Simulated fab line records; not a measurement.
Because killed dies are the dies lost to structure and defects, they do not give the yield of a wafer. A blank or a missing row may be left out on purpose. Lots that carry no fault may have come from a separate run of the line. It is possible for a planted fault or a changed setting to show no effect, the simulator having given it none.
Chamber matching    flow nand_harc    NHARC_A_ZERO_WELL_ETCH_13 on rie_si-05 has 4 sister chambers
The step etches the open film in HBr/Cl2, target depth 120 nm, time 40.1 s. 24 wafers are shown with their chamber, then 12 later ones without.

WAFERS, EACH WITH ITS CHAMBER
wafer   chamber  oes_product_au (a.u.)  chamber_pressure_mTorr (mTorr)  throttle_valve_pct (%)
L074.1  1        1.006                  15.000                          26.388
L074.2  0        1.012                  15.023                          26.392
L074.3  3        0.995                  15.012                          26.400
L076.1  0        1.009                  15.039                          26.391
L076.4  3        0.996                  15.017                          26.418
L076.5  0        1.002                  15.007                          26.396
L077.2  3        0.994                  15.004                          26.411
L077.4  2        1.016                  15.008                          26.411
L077.6  1        1.010                  15.006                          26.399
L078.1  0        0.995                  15.002                          26.387
L078.2  3        0.994                  15.001                          26.407
L078.3  2        1.007                  15.015                          26.429
L079.1  1        1.005                  15.000                          26.407
L079.2  3        0.997                  14.988                          26.388
L079.3  0        0.994                  14.999                          26.404
L081.1  2        1.006                  14.996                          26.396
L081.3  1        1.017                  15.005                          26.388
L081.5  1        1.013                  14.988                          26.401
L082.1  0        0.997                  15.004                          26.413
L082.2  3        0.994                  14.992                          26.405
L082.3  1        1.007                  15.009                          26.407
L084.2  0        0.999                  15.038                          26.394
L084.3  1        1.013                  14.985                          26.393
L084.6  1        1.012                  14.998                          26.419

SIGNATURES (means of the wafers above)
reading                 chamber 0  chamber 1  chamber 2  chamber 3  scatter within a chamber
oes_product_au          1.00114    1.01038    1.00967    0.99500    0.0049
chamber_pressure_mTorr  15.01600   14.99887   15.00633   15.00233   0.0124
throttle_valve_pct      26.39671   26.40025   26.41200   26.40483   0.0108
Rule: for each reading, subtract the chamber's mean from the wafer's reading, divide by that reading's scatter and square the result; add these up over the readings and take the root, which gives the wafer's distance from the chamber. The wafer belongs to the nearest chamber; if the next one is less than 2 further off, it can't be placed. The scatter: take each reading less its chamber's mean, square it, sum over the shown wafers, divide by the number of wafers less the number of chambers, and take the root.

WAFERS WITHOUT THEIR CHAMBER
wafer   oes_product_au (a.u.)  chamber_pressure_mTorr (mTorr)  throttle_valve_pct (%)
L086.1  1.000                  14.995                          26.419
L086.2  1.009                  14.989                          26.396
L086.5  1.005                  15.014                          26.409
L088.2  1.006                  14.979                          26.411
L088.4  1.010                  15.009                          26.404
L088.5  0.997                  15.002                          26.405
L092.2  1.010                  14.999                          26.406
L092.3  1.016                  15.010                          26.401
L092.4  1.004                  14.989                          26.396
L095.1  1.007                  15.006                          26.414
L095.2  0.998                  14.972                          26.400
L095.5  1.011                  14.988                          26.403

WHICH CHAMBER EACH ONE RAN IN
wafer   from the rows above                in truth
L086.1  can't be placed: 3 or 2 or 0 or 1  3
L086.2  can't be placed: 1 or 2 or 0       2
L086.5  can't be placed: 2 or 0 or 1 or 3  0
L088.2  can't be placed: 1 or 2 or 3 or 0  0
L088.4  can't be placed: 2 or 1 or 0       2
L088.5  can't be placed: 3 or 0            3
L092.2  can't be placed: 1 or 2 or 0       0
L092.3  can't be placed: 1 or 2 or 0       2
L092.4  can't be placed: 1 or 0 or 3 or 2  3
L095.1  can't be placed: 2 or 1 or 0       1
L095.2  can't be placed: 3 or 1 or 0 or 2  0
L095.5  can't be placed: 1 or 2            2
Correctly placed: 0 of 12. Unplaceable from these rows: 12, with the true chamber sitting among the candidates in 12. 0 placed wrongly.
